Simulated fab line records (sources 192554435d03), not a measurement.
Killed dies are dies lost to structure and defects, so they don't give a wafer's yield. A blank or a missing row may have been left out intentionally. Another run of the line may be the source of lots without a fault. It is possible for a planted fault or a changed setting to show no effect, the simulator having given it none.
fab line records	flow n5_finfet
record lots=12	wafers=33	last_day=15
route steps=1938 shown BEOL_M12@1647 PASSIVATION@1936
lots that met no fault: taken from a fault-free run of the same line
start_h: hours from the record's first day to the start of the lot's first wafer shown	wait_h: hours elapsed since this lot's preceding step	" repeats the value in the row above	L1.1+2: a single row standing in for several wafers	- no value present, or no start provided	* or withheld: withheld	< > ~ a bound
route shown NAME@n: names a module that has steps shown in the file, with the first one's number in the route	usual: mean/standard deviation taken from wafers without a fault	same: alike in all rows	chamber/n: place in a boat	sites: the reading at each site	_std_site: standard deviation across them	_edge_site: inner sites' mean taken away from outer sites' mean	radius_mm: for every site, how far away it sits from the centre of the wafer	mask NAME#n: copy n	behind: the tool/chamber that last shaped the wafer	hold: cause of the lot's hold/its duration in hours/its outcome	device: transistor that didn't switch, given as n, p or np	end of line: the tests these same wafers got at the end of their route	for a step that has no rows: nothing shown but its recipe	killed: dies lost to structure and defects at the first sort, not the wafer's yield	map: a wafer's dies, marking killed ones x, the rest . and places with no die _
set.NAME: setting as actually run; set.NAME@STEP: the setting as run at that earlier step	model.NAME: the simulator's own value behind a step, which no gauge read
steps of the route over a sample of lots; a table a step, a row a wafer
services: from which hour (start_h, from the record's first day; less than 0 if before it) a tool's chamber was out of use, for how many hours, and why
## steps
# step N5_BEOL_M12_PRE_CLEAN_42
# recipe gas=H2/He	time_s=30	temp_c=250
# usual heater_power_w=347/32
lot.wafer	tool	chamber	start_h	wait_h	heater_power_w
L881.1	pvd_sputter-03	-	242.23	0.0	312
L881.3	"	-	"	"	373
L881.6	"	-	"	"	338
L880.2	pvd_sputter-01	-	246.85	0.0	335
L880.4	"	-	"	"	381
L880.5	"	-	"	"	383
L883.2	pvd_sputter-01	-	247.79	0.0	342
L883.3	"	-	"	"	341
L883.6	"	-	"	"	338
L885.1	pvd_sputter-02	-	259.90	0.0	378
L885.4	"	-	"	"	374
L885.6	"	-	"	"	376
L886.2	pvd_sputter-01	-	270.64	0.0	376
L886.3	"	-	"	"	337
L886.6	"	-	"	"	384
L888.1	pvd_sputter-01	-	277.49	0.0	283
L888.2	"	-	"	"	338
L889.1	pvd_sputter-02	-	287.23	0.0	383
L889.3	"	-	"	"	335
L889.6	"	-	"	"	374
L890.1	pvd_sputter-01	-	294.35	0.0	377
L890.5	"	-	"	"	337
L890.6	"	-	"	"	277
L893.2	pvd_sputter-01	-	306.09	0.0	336
L893.5	"	-	"	"	325
L893.6	"	-	"	"	383
L891.4	pvd_sputter-02	-	308.78	0.0	373
L891.5	"	-	"	"	344
L891.6	"	-	"	"	377
L892.1	pvd_sputter-01	-	317.98	0.0	373
L892.4	"	-	"	"	333
L896.4	pvd_sputter-01	-	331.56	0.0	382
L896.6	"	-	"	"	280
# step N5_BEOL_M12_SPUTTER_43
# recipe material=TaN	target_thk_a=150	temp_c=50	bias_v=168.6	power_w=15000	chamber_pressure_pa=0.12	time_s=24.19
# usual throttle_valve_pct=29.9/1.4
lot.wafer	tool	chamber	start_h	wait_h	throttle_valve_pct
L881.1	pvd_sputter-03	-	242.27	0.0	28.8
L881.3	"	-	"	"	29.7
L881.6	"	-	"	"	31.8
L880.2	pvd_sputter-01	-	246.89	0.0	29.7
L880.4	"	-	"	"	28.5
L880.5	"	-	"	"	28.6
L883.2	pvd_sputter-01	-	247.83	0.0	29.9
L883.3	"	-	"	"	31.0
L883.6	"	-	"	"	30.1
L885.1	pvd_sputter-02	-	259.94	0.0	30.2
L885.4	"	-	"	"	27.9
L885.6	"	-	"	"	31.4
L886.2	pvd_sputter-01	-	270.68	0.0	28.4
L886.3	"	-	"	"	30.9
L886.6	"	-	"	"	28.2
L888.1	pvd_sputter-01	-	277.53	0.0	28.2
L888.2	"	-	"	"	29.8
L889.1	pvd_sputter-02	-	287.27	0.0	27.6
L889.3	"	-	"	"	31.9
L889.6	"	-	"	"	27.5
L890.1	pvd_sputter-01	-	294.39	0.0	28.8
L890.5	"	-	"	"	31.2
L890.6	"	-	"	"	28.1
L893.2	pvd_sputter-01	-	306.13	0.0	30.0
L893.5	"	-	"	"	30.9
L893.6	"	-	"	"	28.8
L891.4	pvd_sputter-02	-	308.82	0.0	31.5
L891.5	"	-	"	"	32.3
L891.6	"	-	"	"	30.5
L892.1	pvd_sputter-01	-	318.02	0.0	28.4
L892.4	"	-	"	"	30.6
L896.4	pvd_sputter-01	-	331.62	0.0	28.4
L896.6	"	-	"	"	28.1
# step N5_BEOL_M12_CMP_49
# recipe stop_on=SiOC	t_overpolish_s=20.6	down_force_psi=1	platen_rpm=50	clearing_platen_down_force_psi=1.5	clearing_platen_rpm=50	post_cmp_clean=cu_alkaline	target_thk_nm=320	clearing_platen_pad_velocity_m_s=0.99484	pad_velocity_m_s=0.99484
# usual barrier_field_endpoint_s=30.6/0.72	motor_current_A=5.9/0.79	retaining_ring_pressure_frac=0.999/0.0053
lot.wafer	tool	chamber	start_h	wait_h	barrier_field_endpoint_s	motor_current_A	retaining_ring_pressure_frac
L881.1	cmp-03	0	242.99	0.3	30.7	5.6	1.000
L881.3	"	2	"	"	30.6	6.3	0.991
L881.6	"	0	"	"	31.0	5.8	0.999
L880.2	cmp-03	0	247.61	0.2	30.8	5.4	0.998
L880.4	"	1	"	"	31.0	6.3	0.994
L880.5	"	0	"	"	30.9	5.7	0.993
L883.3	cmp-01	0	248.76	0.2	30.2	5.5	1.006
L883.2	"	1	"	"	30.6	6.4	0.996
L883.6	"	2	"	"	29.7	7.5	1.004
L885.4	cmp-04	0	260.70	0.2	30.8	5.2	0.996
L885.1	"	2	"	"	30.6	4.9	0.992
L885.6	"	3	"	"	31.0	6.0	1.010
L886.2	cmp-01	0	271.63	0.3	30.9	5.7	0.991
L886.3	"	1	"	"	30.5	6.3	1.001
L886.6	"	2	"	"	29.5	7.9	0.995
L888.2	cmp-04	1	278.30	0.3	32.4	5.8	0.993
L888.1	"	3	"	"	31.6	6.2	1.000
L889.1	cmp-04	2	288.03	0.3	31.8	5.1	0.997
L889.3	"	0	"	"	31.6	5.5	0.995
L889.6	"	1	"	"	31.6	5.7	0.996
L890.1	cmp-04	3	295.11	0.3	31.1	5.9	0.998
L890.6	"	3	"	"	30.5	6.1	1.000
L890.5	"	0	"	"	30.1	5.5	0.997
L893.2	cmp-04	0	306.93	0.3	30.5	5.3	0.999
L893.5	"	2	"	"	30.2	5.0	1.006
L893.6	"	3	"	"	29.8	6.0	0.999
L891.4	cmp-01	1	309.55	0.1	31.0	5.8	0.995
L891.5	"	1	"	"	30.4	6.1	0.996
L891.6	"	2	"	"	28.9	7.6	1.000
L892.1	cmp-04	3	318.76	0.3	33.1	6.3	0.987
L892.4	"	2	"	"	31.0	5.3	0.997
L896.4	cmp-03	0	332.35	0.2	30.9	5.3	1.006
L896.6	"	0	"	"	33.6	5.6	1.002
# step N5_BEOL_M12_THK_MEAS_50
# recipe thk_meas_gauge=xrf	reads=Cu_of_BEOL_M12_ECD_47
# usual M12_THK=323/5.2
lot.wafer	tool	chamber	start_h	wait_h	M12_THK[nm]
L881.1	film_metro-02	-	243.28	-	323
L881.3	"	-	"	"	329
L881.6	"	-	"	"	332
L880.2	film_metro-02	-	247.90	-	322
L880.4	"	-	"	"	324
L880.5	"	-	"	"	325
L883.2	film_metro-01	-	248.98	-	327
L883.3	"	-	"	"	323
L883.6	"	-	"	"	323
L885.1	film_metro-01	-	260.95	-	316
L885.4	"	-	"	"	316
L885.6	"	-	"	"	320
L886.2	film_metro-01	-	271.85	-	312
L886.3	"	-	"	"	319
L886.6	"	-	"	"	322
L888.1	film_metro-02	-	278.56	-	315
L888.2	"	-	"	"	319
L889.1	film_metro-02	-	288.28	-	316
L889.3	"	-	"	"	316
L889.6	"	-	"	"	320
L890.1	film_metro-01	-	295.41	-	330
L890.5	"	-	"	"	322
L890.6	"	-	"	"	328
L893.2	film_metro-02	-	307.15	-	318
L893.5	"	-	"	"	319
L893.6	"	-	"	"	324
L891.4	film_metro-02	-	309.85	-	327
L891.5	"	-	"	"	322
L891.6	"	-	"	"	317
L892.1	film_metro-02	-	319.06	-	316
L892.4	"	-	"	"	315
L896.4	film_metro-01	-	332.61	-	324
L896.6	"	-	"	"	330
# step N5_BEOL_M12_INSPECT_55
# recipe inspect_instrument=darkfield	mode=post_dep
# usual raw_defect_count=71/23
lot.wafer	tool	chamber	start_h	wait_h	raw_defect_count
L881.1	defect_inspect-02	-	243.46	0.0	66
L881.3	"	-	"	"	72
L881.6	"	-	"	"	87
L880.2	defect_inspect-02	-	248.05	0.0	75
L880.4	"	-	"	"	80
L880.5	"	-	"	"	86
L883.2	defect_inspect-02	-	249.13	0.0	92
L883.3	"	-	"	"	82
L883.6	"	-	"	"	44
L885.1	defect_inspect-02	-	261.10	0.0	70
L885.4	"	-	"	"	78
L885.6	"	-	"	"	44
L886.2	defect_inspect-01	-	272.00	0.0	40
L886.3	"	-	"	"	46
L886.6	"	-	"	"	42
L888.1	defect_inspect-02	-	278.71	0.0	81
L888.2	"	-	"	"	71
L889.1	defect_inspect-01	-	288.43	0.0	49
L889.3	"	-	"	"	38
L889.6	"	-	"	"	42
L890.1	defect_inspect-02	-	295.56	0.0	41
L890.5	"	-	"	"	51
L890.6	"	-	"	"	66
L893.2	defect_inspect-01	-	307.30	0.0	62
L893.5	"	-	"	"	104
L893.6	"	-	"	"	74
L891.4	defect_inspect-02	-	310.00	0.0	63
L891.5	"	-	"	"	103
L891.6	"	-	"	"	53
L892.1	defect_inspect-02	-	319.21	0.0	117
L892.4	"	-	"	"	77
L896.4	defect_inspect-01	-	332.76	0.0	62
L896.6	"	-	"	"	70
# step N5_PASSIVATION_PROBE_49
# usual defect_limited_yield=91.5/1.4	killed_at_M0_to_M3=32/9.7	killed_at_M4_up=14/5.3	killed_at_contacts=11/6	killed_at_front_end=39/14	killed_at_other=3.3/2.7	killed_dies=100/17	killed_open=66/13	killed_short=32/7.4	sort_bin_5_function=4.9/0.9	sort_bin_6_memory=3.2/0.72	sort_n_pass=1080/17	sort_yield_pct=91.5/1.4
# same gross_dies=1180	killed_at_back_side=0	sort_bin_4_leakage[%]=0	sort_bin_8_speed[%]=0
lot.wafer	tool	chamber	start_h	wait_h	defect_limited_yield[%]	killed_at_M0_to_M3	killed_at_M4_up	killed_at_contacts	killed_at_front_end	killed_at_other	killed_dies	killed_open	killed_short	sort_bin_5_function[%]	sort_bin_6_memory[%]	sort_n_pass	sort_yield_pct[%]
L881.1	prober-02	-	277.72	0.0	93.1	31	14	4	30	2	81	54	26	4.2	2.6	1099	93.1
L881.3	prober-02	-	277.82	0.1	91.3	52	5	17	26	3	103	67	36	5.7	2.5	1077	91.3
L881.6	prober-02	-	277.97	0.3	93.2	29	13	9	27	2	80	56	24	3.9	2.5	1100	93.2
L880.2	prober-02	-	283.46	0.1	92.0	34	18	9	28	5	94	63	31	5.2	2.6	1086	92.0
L880.4	prober-02	-	283.56	0.2	94.3	30	10	7	13	7	67	42	25	3.2	2.1	1113	94.3
L880.5	prober-02	-	283.61	0.2	91.9	45	13	2	31	4	95	59	36	4.3	3.4	1085	91.9
L883.2	prober-02	-	283.76	0.4	92.5	28	12	13	25	11	89	62	25	4.7	2.7	1091	92.5
L883.3	prober-02	-	283.81	0.4	93.1	29	14	3	32	4	82	45	37	4.3	2.3	1098	93.1
L883.6	prober-02	-	283.96	0.6	91.9	25	17	6	36	11	95	57	33	5.1	2.3	1085	91.9
L885.1	prober-02	-	294.63	0.0	89.0	34	12	27	52	5	130	89	41	6.6	4.3	1050	89.0
L885.4	prober-02	-	294.78	0.2	92.2	35	9	5	38	5	92	54	38	5.1	2.6	1088	92.2
L885.6	prober-02	-	294.88	0.3	90.8	39	15	9	44	2	109	69	40	5.3	3.7	1071	90.8
L886.2	prober-02	-	305.18	0.1	91.7	46	16	13	18	5	98	66	32	5.3	2.6	1082	91.7
L886.3	prober-02	-	305.23	0.1	90.8	39	27	17	23	3	109	76	32	6.0	3.0	1071	90.8
L886.6	prober-02	-	305.38	0.3	93.4	17	14	11	32	4	78	57	20	4.2	2.4	1102	93.4
L888.1	prober-02	-	311.33	0.0	93.1	27	17	19	17	2	82	51	30	4.1	2.6	1098	93.1
L888.2	prober-02	-	311.38	0.1	91.5	26	14	2	55	3	100	64	29	4.2	3.8	1080	91.5
L889.1	prober-02	-	322.81	0.0	91.1	25	14	23	41	2	105	73	31	5.6	3.1	1075	91.1
L889.3	prober-02	-	322.91	0.1	92.5	30	10	28	21	0	89	56	32	4.5	2.6	1091	92.5
L889.6	prober-02	-	323.06	0.3	90.0	59	18	18	20	3	118	90	27	6.2	3.6	1062	90.0
L890.1	prober-01	-	328.69	0.0	89.5	37	12	12	62	1	124	81	40	5.9	4.1	1056	89.5
L890.5	prober-01	-	328.89	0.2	90.4	25	11	22	51	4	113	73	39	5.8	3.6	1067	90.4
L890.6	prober-01	-	328.94	0.3	89.4	34	11	17	54	9	125	88	36	6.4	3.8	1055	89.4
L893.2	prober-01	-	337.44	0.1	91.7	34	10	18	35	1	98	58	39	5.3	2.7	1082	91.7
L893.5	prober-01	-	337.59	0.2	93.6	32	14	5	20	4	75	54	20	3.8	2.0	1105	93.6
L893.6	prober-01	-	337.64	0.3	92.7	25	19	15	23	4	86	57	29	3.6	3.2	1094	92.7
L891.4	prober-01	-	341.66	0.2	93.0	31	8	12	30	2	83	57	24	4.0	2.7	1097	93.0
L891.5	prober-01	-	341.71	0.2	91.4	34	15	10	38	5	102	65	37	5.8	2.8	1078	91.4
L891.6	prober-01	-	341.76	0.3	91.7	36	14	14	31	3	98	60	35	4.5	3.6	1082	91.7
L892.1	prober-02	-	351.37	0.0	90.4	48	23	6	30	6	113	85	28	5.4	4.0	1067	90.4
L892.4	prober-02	-	351.52	0.2	90.6	29	16	8	51	7	111	74	37	4.7	4.3	1069	90.6
L896.4	prober-02	-	368.00	0.2	92.7	27	9	7	41	2	86	49	29	4.1	2.1	1094	92.7
L896.6	prober-02	-	368.10	0.3	93.1	28	7	20	26	0	81	59	22	3.7	3.1	1099	93.1
# killed by level:class
L881.1 FIN_SAQP:geometric_particle:open=12 BEOL_M2:geometric_particle:open=11 BEOL_M1:geometric_particle:open=5 MOL_CONTACT_COAG:geometric_particle:open=4 BEOL_M0_SAQP:geometric_particle:open=4 BEOL_M0_SAQP:geometric_particle:short=4 BEOL_M5:geometric_particle:short=4 BEOL_M8:geometric_particle:open=4
L881.3 MOL_CONTACT_COAG:geometric_particle:open=14 BEOL_M0_SAQP:geometric_particle:short=11 BEOL_M0_SAQP:geometric_particle:open=11 BEOL_M2:geometric_particle:open=11 FIN_SAQP:geometric_particle:open=9 FIN_SAQP:geometric_particle:short=7 BEOL_M1:geometric_particle:open=7 BEOL_M2:geometric_particle:short=5
L881.6 MOL_CONTACT_COAG:geometric_particle:open=9 BEOL_M0_SAQP:geometric_particle:short=9 FIN_SAQP:geometric_particle:open=7 BEOL_M2:geometric_particle:open=7 BEOL_M0_SAQP:geometric_particle:open=5 BEOL_M8:geometric_particle:open=5 STARTING-WAFER:geometric_particle:open=5 BEOL_M1:geometric_particle:open=4
L880.2 BEOL_M2:geometric_particle:open=13 MOL_CONTACT_COAG:geometric_particle:open=9 FIN_SAQP:geometric_particle:short=8 BEOL_M4:geometric_particle:open=8 BEOL_M1:geometric_particle:open=7 FIN_SAQP:geometric_particle:open=6 GATE_CUT:geometric_particle:short=5 BEOL_M0_SAQP:geometric_particle:short=5
L880.4 BEOL_M3:geometric_particle:open=8 MOL_CONTACT_COAG:geometric_particle:open=6 BEOL_M0_SAQP:geometric_particle:open=6 BEOL_M0_SAQP:geometric_particle:short=5 FIN_SAQP:geometric_particle:short=4 BEOL_M2:geometric_particle:open=4 BEOL_M3:geometric_particle:short=4 MIM_TOP_ETCH:geometric_particle:open=3
L880.5 BEOL_M3:geometric_particle:open=11 FIN_SAQP:geometric_particle:short=10 BEOL_M0_SAQP:geometric_particle:open=9 BEOL_M0_SAQP:geometric_particle:short=9 BEOL_M2:geometric_particle:open=9 FIN_SAQP:geometric_particle:open=6 GATE_CUT:geometric_particle:short=4 BEOL_M1:geometric_particle:open=4
L883.2 MOL_CONTACT_COAG:geometric_particle:open=12 BEOL_M0:geometric_particle:open=7 BEOL_M1:geometric_particle:open=7 FIN_SAQP:geometric_particle:open=5 BEOL_M0_SAQP:geometric_particle:open=4 BEOL_M4:geometric_particle:open=4 PAD_METAL:geometric_particle:short=3 STI_FIN_REVEAL:geometric_particle:open=3
L883.3 FIN_SAQP:geometric_particle:short=9 BEOL_M0_SAQP:geometric_particle:short=8 BEOL_M3:geometric_particle:open=7 BEOL_M3:geometric_particle:short=5 FIN_SAQP:geometric_particle:open=4 BEOL_M7:geometric_particle:open=4 ILD0:geometric_particle:open=3 MOL_CONTACT_COAG:geometric_particle:open=3
L883.6 STI_FIN_REVEAL:geometric_particle:open=6 BEOL_M2:geometric_particle:open=6 STARTING-WAFER:geometric_particle:short=6 FIN_SAQP:geometric_particle:open=5 FIN_SAQP:geometric_particle:short=5 HKMG_FIN:area_etch=5 MOL_CONTACT_COAG:geometric_particle:open=4 BEOL_M1:geometric_particle:open=4
L885.1 MOL_CONTACT_COAG:geometric_particle:open=25 FIN_SAQP:geometric_particle:short=15 FIN_SAQP:geometric_particle:open=15 BEOL_M2:geometric_particle:open=9 BEOL_M3:geometric_particle:open=8 BEOL_M0_SAQP:geometric_particle:open=8 BEOL_M4:geometric_particle:open=7 STI_FIN_REVEAL:geometric_particle:open=6
L885.4 STI_FIN_REVEAL:geometric_particle:open=12 BEOL_M0_SAQP:geometric_particle:open=10 FIN_SAQP:geometric_particle:short=9 BEOL_M2:geometric_particle:open=9 BEOL_M0_SAQP:geometric_particle:short=8 GATE_CUT:geometric_particle:short=7 MOL_CONTACT_COAG:geometric_particle:open=4 BEOL_M2:geometric_particle:short=4
L885.6 FIN_SAQP:geometric_particle:short=12 BEOL_M2:geometric_particle:open=12 BEOL_M0_SAQP:geometric_particle:short=10 STI_FIN_REVEAL:geometric_particle:open=9 MOL_CONTACT_COAG:geometric_particle:open=8 BEOL_M0_SAQP:geometric_particle:open=8 BEOL_M4:geometric_particle:open=7 BEOL_M1:geometric_particle:open=5
L886.2 MOL_CONTACT_COAG:geometric_particle:open=11 BEOL_M2:geometric_particle:open=10 BEOL_M0_SAQP:geometric_particle:open=9 BEOL_M1:geometric_particle:open=9 STI_FIN_REVEAL:geometric_particle:open=7 BEOL_M1:geometric_particle:short=5 BEOL_M3:geometric_particle:short=4 BEOL_M3:geometric_particle:open=4
L886.3 MOL_CONTACT_COAG:geometric_particle:open=14 BEOL_M3:geometric_particle:open=13 BEOL_M4:geometric_particle:open=10 BEOL_M1:geometric_particle:open=9 STI_FIN_REVEAL:geometric_particle:open=8 BEOL_M5:geometric_particle:short=5 STARTING-WAFER:geometric_particle:short=5 BEOL_M3:geometric_particle:short=4
L886.6 STI_FIN_REVEAL:geometric_particle:open=11 MOL_CONTACT_COAG:geometric_particle:open=10 BEOL_M3:geometric_particle:open=6 FIN_SAQP:geometric_particle:open=5 BEOL_M4:geometric_particle:open=5 GATE_CUT:geometric_particle:short=4 BEOL_M2:geometric_particle:open=4 GATE_CUT:geometric_particle:open=3
L888.1 MOL_CONTACT_COAG:geometric_particle:short=10 MOL_CONTACT_COAG:geometric_particle:open=9 BEOL_M2:geometric_particle:open=6 BEOL_M4:geometric_particle:open=6 BEOL_M1:geometric_particle:open=5 BEOL_M3:geometric_particle:open=5 BEOL_M0_SAQP:geometric_particle:open=4 BEOL_M0_SAQP:geometric_particle:short=4
L888.2 STI_FIN_REVEAL:geometric_particle:open=30 STI_FIN_REVEAL:geometric_particle:short=5 BEOL_M0_SAQP:geometric_particle:short=5 DUMMY_GATE:geometric_particle:short=4 BEOL_M4:geometric_particle:open=4 BEOL_M11:geometric_particle:open=4 HKMG_FIN:area_etch=4 FIN_SAQP:geometric_particle:short=3
L889.1 MOL_CONTACT_COAG:geometric_particle:open=19 STI_FIN_REVEAL:geometric_particle:open=14 BEOL_M2:geometric_particle:open=7 BEOL_M4:geometric_particle:short=7 BEOL_M3:geometric_particle:open=6 FIN_SAQP:geometric_particle:short=5 FIN_SAQP:geometric_particle:open=4 GATE_CUT:geometric_particle:short=4
L889.3 MOL_CONTACT_COAG:geometric_particle:open=22 BEOL_M0_SAQP:geometric_particle:short=9 BEOL_M0_SAQP:geometric_particle:open=7 FIN_SAQP:geometric_particle:short=6 MOL_CONTACT_COAG:geometric_particle:short=6 BEOL_M3:geometric_particle:open=6 BEOL_M2:geometric_particle:open=5 STI_FIN_REVEAL:geometric_particle:open=3
L889.6 MOL_CONTACT_COAG:geometric_particle:open=16 BEOL_M3:geometric_particle:open=14 BEOL_M2:geometric_particle:open=13 BEOL_M0_SAQP:geometric_particle:open=12 BEOL_M4:geometric_particle:open=9 STI_FIN_REVEAL:geometric_particle:open=8 BEOL_M0_SAQP:geometric_particle:short=7 BEOL_M0:geometric_particle:open=6
L890.1 FIN_SAQP:geometric_particle:open=14 STI_FIN_REVEAL:geometric_particle:open=13 MOL_CONTACT_COAG:geometric_particle:open=12 FIN_SAQP:geometric_particle:short=11 BEOL_M0_SAQP:geometric_particle:open=10 BEOL_M0_SAQP:geometric_particle:short=10 DUMMY_GATE:geometric_particle:open=7 BEOL_M2:geometric_particle:open=7
L890.5 FIN_SAQP:geometric_particle:short=16 STI_FIN_REVEAL:geometric_particle:open=15 MOL_CONTACT_COAG:geometric_particle:open=15 BEOL_M0_SAQP:geometric_particle:open=9 BEOL_M4:geometric_particle:open=8 FIN_SAQP:geometric_particle:open=7 MOL_CONTACT_COAG:geometric_particle:short=7 BEOL_M0_SAQP:geometric_particle:short=6
L890.6 STI_FIN_REVEAL:geometric_particle:open=20 MOL_CONTACT_COAG:geometric_particle:open=16 FIN_SAQP:geometric_particle:open=9 BEOL_M0_SAQP:geometric_particle:short=9 STI_FIN_REVEAL:geometric_particle:short=8 BEOL_M2:geometric_particle:open=7 BEOL_M0_SAQP:geometric_particle:open=7 BEOL_M4:geometric_particle:open=7
L893.2 MOL_CONTACT_COAG:geometric_particle:open=14 BEOL_M0_SAQP:geometric_particle:open=13 BEOL_M0_SAQP:geometric_particle:short=11 STI_FIN_REVEAL:geometric_particle:open=8 FIN_SAQP:geometric_particle:short=7 FIN_SAQP:geometric_particle:open=6 BEOL_M4:geometric_particle:open=5 GATE_CUT:geometric_particle:short=4
L893.5 BEOL_M3:geometric_particle:open=10 BEOL_M0_SAQP:geometric_particle:open=9 STI_FIN_REVEAL:geometric_particle:open=7 BEOL_M0_SAQP:geometric_particle:short=7 MOL_CONTACT_COAG:geometric_particle:open=5 BEOL_M5:geometric_particle:open=4 FIN_SAQP:geometric_particle:open=3 FIN_SAQP:geometric_particle:short=3
L893.6 MOL_CONTACT_COAG:geometric_particle:open=14 BEOL_M4:geometric_particle:open=10 BEOL_M0_SAQP:geometric_particle:short=8 BEOL_M0_SAQP:geometric_particle:open=6 FIN_SAQP:geometric_particle:short=4 FIN_SAQP:geometric_particle:open=4 GATE_CUT:geometric_particle:short=4 BEOL_M3:geometric_particle:open=4
L891.4 MOL_CONTACT_COAG:geometric_particle:open=11 BEOL_M3:geometric_particle:open=9 STI_FIN_REVEAL:geometric_particle:open=6 FIN_SAQP:geometric_particle:short=5 BEOL_M0_SAQP:geometric_particle:short=5 BEOL_M0:geometric_particle:open=4 FIN_SAQP:geometric_particle:open=3 GATE_CUT:geometric_particle:short=3
L891.5 FIN_SAQP:geometric_particle:short=10 MOL_CONTACT_COAG:geometric_particle:open=10 BEOL_M4:geometric_particle:open=8 STI_FIN_REVEAL:geometric_particle:open=7 FIN_SAQP:geometric_particle:open=6 BEOL_M2:geometric_particle:open=6 BEOL_M3:geometric_particle:open=6 GATE_CUT:geometric_particle:short=5
L891.6 FIN_SAQP:geometric_particle:open=11 MOL_CONTACT_COAG:geometric_particle:open=11 BEOL_M0_SAQP:geometric_particle:short=9 BEOL_M2:geometric_particle:open=7 BEOL_M4:geometric_particle:open=7 FIN_SAQP:geometric_particle:short=6 BEOL_M1:geometric_particle:open=5 MOL_CONTACT_COAG:geometric_particle:short=3
L892.1 BEOL_M3:geometric_particle:open=16 BEOL_M4:geometric_particle:open=14 BEOL_M0_SAQP:geometric_particle:short=9 STI_FIN_REVEAL:geometric_particle:open=8 BEOL_M0_SAQP:geometric_particle:open=8 FIN_SAQP:geometric_particle:open=7 BEOL_M1:geometric_particle:open=6 MOL_CONTACT_COAG:geometric_particle:open=5
L892.4 STI_FIN_REVEAL:geometric_particle:open=14 FIN_SAQP:geometric_particle:short=8 DUMMY_GATE:geometric_particle:open=8 BEOL_M3:geometric_particle:open=7 MOL_CONTACT_COAG:geometric_particle:open=7 BEOL_M0_SAQP:geometric_particle:open=6 FIN_SAQP:geometric_particle:open=5 BEOL_M5:geometric_particle:open=5
L896.4 FIN_SAQP:geometric_particle:open=8 FIN_SAQP:geometric_particle:short=8 BEOL_M0_SAQP:geometric_particle:open=8 HKMG_FIN:area_etch=8 GATE_CUT:geometric_particle:short=6 STARTING-WAFER:geometric_particle:open=5 MOL_CONTACT_COAG:geometric_particle:open=5 BEOL_M3:geometric_particle:open=4
L896.6 MOL_CONTACT_COAG:geometric_particle:open=18 BEOL_M2:geometric_particle:open=7 FIN_SAQP:geometric_particle:short=6 STI_FIN_REVEAL:geometric_particle:open=5 BEOL_M0_SAQP:geometric_particle:short=5 FIN_SAQP:geometric_particle:open=4 BEOL_M0:geometric_particle:open=4 BEOL_M1:geometric_particle:open=3
## services
tool	chamber	start_h	hours	kind
cmp-04	-	219.35	4.8	pm
cmp-04	-	230.39	0.8	repair
cmp-04	-	244.50	5.0	repair
cmp-01	-	260.65	4.2	repair
cmp-03	-	269.63	1.2	repair
cmp-01	-	286.22	19.7	repair
cmp-04	-	320.90	7.0	repair
cmp-04	-	332.15	4.0	pm
## key
first_sign step=N5_BEOL_M12_CMP_49	reading=barrier_field_endpoint_s	direction=up	sigmas=3.8	usual=30.6	struck=33.4
effect none on later readings
met_at N5_BEOL_M12_SPUTTER_43
struck_lots L892,L896
struck_wafers L892.1,L896.6
not_acting_at N5_BEOL_M12_PRE_CLEAN_42,N5_BEOL_M12_THK_MEAS_50,N5_BEOL_M12_INSPECT_55
onset_between 306.13 318.02
fault kind=process_parameter_drift	tool=pvd_sputter-01	chamber=-	onset_h=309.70	steps=N5_BEOL_M12_SPUTTER_43	channel=time_s	offset=*	shape=step	end_h=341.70	scope=struck_wafers_only	acts_in=*	stated=*
